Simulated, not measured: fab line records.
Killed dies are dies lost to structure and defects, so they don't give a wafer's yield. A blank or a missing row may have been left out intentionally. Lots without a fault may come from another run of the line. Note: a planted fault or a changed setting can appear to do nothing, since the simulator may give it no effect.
Which tool is to blame? -- flow n5-finfet -- 24 lots with 72 wafers sampled at 3 steps, on a route of 1938 steps

## WHAT EACH GAUGE READ, for each wafer
N5_HKMG_FIN_INSPECT_61: inspects for defects (macro). Usual: raw-defect-count 2.1, standard deviation 1.5.
lot,measured,on,raw-defect-count,flag
L074,day 4 00:47,defect-inspect-02,0 2 4,
L075,day 4 06:41,defect-inspect-01,5 1 0,
L076,day 4 10:50,defect-inspect-01,1 3 0,
L077,day 4 18:01,defect-inspect-01,3 3 1,
L078,day 5 01:11,defect-inspect-01,3 3 1,
L079,day 5 06:59,defect-inspect-01,2 1 3,
L080,day 5 10:43,defect-inspect-01,2 4 0,
L081,day 5 22:21,defect-inspect-01,2 2 1,
L082,day 6 01:52,defect-inspect-02,1 2 4,
L083,day 6 10:17,defect-inspect-01,1 1 2,
L084,day 6 13:20,defect-inspect-01,0 0 7,
L085,day 7 00:50,defect-inspect-01,3 2 3,
L086,day 7 04:03,defect-inspect-02,5 2 2,
L087,day 7 10:56,defect-inspect-01,1 5 2,
L088,day 7 11:37,defect-inspect-02,0 1 2,
L089,day 7 17:31,defect-inspect-01,0 2 1,
L090,day 7 21:27,defect-inspect-02,4 3 1,
L091,day 8 06:15,defect-inspect-02,2 4 3,
L092,day 8 09:40,defect-inspect-02,1 2 3,
L093,day 8 16:11,defect-inspect-01,2 4 2,
L094,day 8 23:34,defect-inspect-02,3 4 1,
L095,day 9 04:54,defect-inspect-02,1 3 2,
L096,day 9 09:11,defect-inspect-02,2 2 2,
L097,day 9 16:06,defect-inspect-02,2 2 1,

## TOOL THAT RAN EACH LOT (tool first, then ch and the chambers of the sampled wafers, then the start)
lot,N5_SD_EPI_P_ETCH_37,N5_SDB_ETCH_18
L074,"rie-diel-01 ch 1,2,3, day 3 06:46","rie-diel-05 ch 0,1,3, day 3 18:43"
L075,"rie-diel-06 ch 0,2, day 3 12:02","rie-diel-02 ch 0,2,3, day 4 01:18"
L076,"rie-diel-06 ch 0,1,2, day 3 17:04","rie-diel-04 ch 0,1,2, day 4 05:21"
L077,"rie-diel-03 ch 0,1,2, day 4 01:11","rie-diel-05 ch 0,1,3, day 4 12:38"
L078,"rie-diel-03 ch 2,3, day 4 05:13","rie-diel-02 ch 0,3, day 4 16:55"
L079,"rie-diel-03 ch 0,1,2, day 4 11:10","rie-diel-02 ch 1,2,3, day 4 22:58"
L080,"rie-diel-06 ch 0,2, day 4 16:56","rie-diel-02 ch 1,3, day 5 05:19"
L081,"rie-diel-06 ch 0,3, day 5 05:10","rie-diel-02 ch 0,3, day 5 16:36"
L082,"rie-diel-01 ch 2,3, day 5 08:28","rie-diel-05 ch 1,3, day 5 20:09"
L083,"rie-diel-06 ch 1,2,3, day 5 16:56","rie-diel-02 ch 1,3, day 6 04:49"
L084,"rie-diel-03 ch 0,2,3, day 5 20:37","rie-diel-02 ch 2,3, day 6 07:56"
L085,"rie-diel-06 ch 0,2, day 6 06:59","rie-diel-05 ch 0,2, day 6 19:03"
L086,"rie-diel-03 ch 1,3, day 6 10:55","rie-diel-05 ch 2,3, day 6 22:17"
L087,"rie-diel-06 ch 0,1,2, day 6 14:47","rie-diel-02 ch 1,2, day 7 05:01"
L088,"rie-diel-01 ch 1,2, day 6 18:42","rie-diel-02 ch 0,2, day 7 06:07"
L089,"rie-diel-03 ch 0,1, day 7 00:28","rie-diel-04 ch 1,2, day 7 11:53"
L090,"rie-diel-01 ch 1,2, day 7 04:13","rie-diel-02 ch 0,2,3, day 7 15:45"
L091,"rie-diel-06 ch 1,2,3, day 7 13:12","rie-diel-05 ch 1,2,3, day 8 00:50"
L092,"rie-diel-03 ch 0,1, day 7 16:43","rie-diel-02 ch 2,3, day 8 04:13"
L093,"rie-diel-01 ch 1,2,3, day 7 21:53","rie-diel-04 ch 1,2,3, day 8 10:08"
L094,"rie-diel-01 ch 0,2,3, day 8 06:13","rie-diel-04 ch 1,2,3, day 8 17:38"
L095,"rie-diel-01 ch 1,2,3, day 8 12:19","rie-diel-05 ch 0,1,3, day 8 23:40"
L096,"rie-diel-06 ch 0,1,2, day 8 15:48","rie-diel-04 ch 0,2,3, day 9 03:22"
L097,"rie-diel-06 ch 0,1,3, day 8 22:53","rie-diel-02 ch 0,1, day 9 10:38"
- N5_SD_EPI_P_ETCH_37: etches SOC in N2/H2, overetch 108 nm, time 486 s.
- N5_SDB_ETCH_18: etches SOC in N2/H2, target depth 100 nm, overetch 20 nm, time 150 s.

## WHAT THE TOOLS THEMSELVES READ (means of the sampled wafers that have a number; where no wafer has one, the mark that the record gives instead)
N5_SD_EPI_P_ETCH_37. Usual: drypump-motor-current-A 5.6 A, standard deviation 0.31; oes-product-au 0.70 a.u., standard deviation 0.061; rf-vpp-V 240.7 V, standard deviation 1.5; showerhead-plenum-p-Torr 2.54 Torr, standard deviation 0.095; throttle-valve-pct 23.82 %, standard deviation 0.29.
lot,tool,drypump-motor-current-A (A),oes-product-au (a.u.),rf-vpp-V (V),showerhead-plenum-p-Torr (Torr),throttle-valve-pct (%),flag
L074,rie-diel-01,5.7,0.69,240.9,2.55,23.85,
L075,rie-diel-06,5.8,0.78,242.5,2.66,23.69,
L076,rie-diel-06,5.8,0.73,241.2,2.63,23.75,
L077,rie-diel-03,5.4,0.69,239.2,2.47,23.62,
L078,rie-diel-03,5.6,0.66,240.4,2.53,24.17,
L079,rie-diel-03,5.4,0.69,239.3,2.47,23.63,
L080,rie-diel-06,5.8,0.77,243.1,2.66,23.72,
L081,rie-diel-06,5.2,0.71,240.4,2.48,23.75,
L082,rie-diel-01,5.7,0.68,240.6,2.51,23.90,
L083,rie-diel-06,5.7,0.74,241.0,2.57,23.85,
L084,rie-diel-03,5.5,0.66,241.0,2.53,23.92,
L085,rie-diel-06,5.8,0.75,241.3,2.65,23.73,
L086,rie-diel-03,5.4,0.69,239.3,2.40,23.60,
L087,rie-diel-06,5.8,0.78,242.4,2.62,23.68,
L088,rie-diel-01,5.6,0.65,241.1,2.59,23.91,
L089,rie-diel-03,5.5,0.68,239.5,2.46,23.33,
L090,rie-diel-01,5.7,0.65,241.2,2.56,23.95,
L091,rie-diel-06,5.7,0.72,241.5,2.56,23.88,
L092,rie-diel-03,5.3,0.69,239.1,2.39,23.32,
L093,rie-diel-01,5.7,0.66,240.3,2.54,23.88,
L094,rie-diel-01,5.5,0.69,240.0,2.52,23.88,
L095,rie-diel-01,5.7,0.66,241.0,2.54,23.88,
L096,rie-diel-06,5.8,0.76,242.1,2.61,23.70,
L097,rie-diel-06,5.5,0.74,240.2,2.53,23.71,

N5_SDB_ETCH_18. Usual: drypump-motor-current-A 5.8 A, standard deviation 0.39; oes-product-au 0.71 a.u., standard deviation 0.069; rf-vpp-V 525 V, standard deviation 3.3; showerhead-plenum-p-Torr 2.59 Torr, standard deviation 0.12; throttle-valve-pct 17.79 %, standard deviation 0.2.
lot,tool,drypump-motor-current-A (A),oes-product-au (a.u.),rf-vpp-V (V),showerhead-plenum-p-Torr (Torr),throttle-valve-pct (%),flag
L074,rie-diel-05,5.7,0.69,524,2.55,17.85,
L075,rie-diel-02,5.9,0.72,527,2.63,17.75,
L076,rie-diel-04,6.2,0.78,523,2.54,17.68,
L077,rie-diel-05,5.8,0.69,524,2.55,17.88,
L078,rie-diel-02,5.5,0.77,527,2.70,17.58,
L079,rie-diel-02,5.9,0.69,527,2.62,17.80,
L080,rie-diel-02,5.7,0.71,527,2.66,17.69,
L081,rie-diel-02,5.5,0.76,528,2.69,17.59,
L082,rie-diel-05,6.0,0.67,523,2.54,18.05,
L083,rie-diel-02,5.6,0.73,527,2.67,17.67,
L084,rie-diel-02,6.1,0.65,526,2.60,17.85,
L085,rie-diel-05,5.6,0.74,528,2.67,17.63,
L086,rie-diel-05,6.0,0.79,529,2.69,17.78,
L087,rie-diel-02,5.8,0.70,526,2.62,17.82,
L088,rie-diel-02,6.0,0.66,526,2.58,17.92,
L089,rie-diel-04,6.1,0.74,522,2.46,17.85,
L090,rie-diel-02,5.9,0.68,525,2.62,17.80,
L091,rie-diel-05,5.8,0.71,524,2.56,17.92,
L092,rie-diel-02,6.2,0.62,524,2.55,18.00,
L093,rie-diel-04,6.1,0.69,522,2.47,17.82,
L094,rie-diel-04,6.1,0.69,522,2.47,17.83,
L095,rie-diel-05,5.7,0.66,524,2.53,17.93,
L096,rie-diel-04,6.2,0.73,525,2.56,17.78,
L097,rie-diel-02,5.4,0.74,527,2.69,17.62,

## THE ANSWER, worked out from the rows above alone
Rule: take the mean of a lot's wafers that have a number; if it is more than 3 standard deviations from the usual mean, the lot is off. Also off: a lot with no number at a reading for which 4 or more lots have one. Any other lot the step has rows for is counted as sound. First the gauges in route order, then the tools' own readings, where a lot's mean is used as printed above. The first step at which some lot is off is used, and at that step the reading that is off furthest; a lot without a number counts as furthest.
No lot is off on any of the readings shown, so nothing can be concluded from this.

## WHAT THE SIMULATOR HAD INSERTED
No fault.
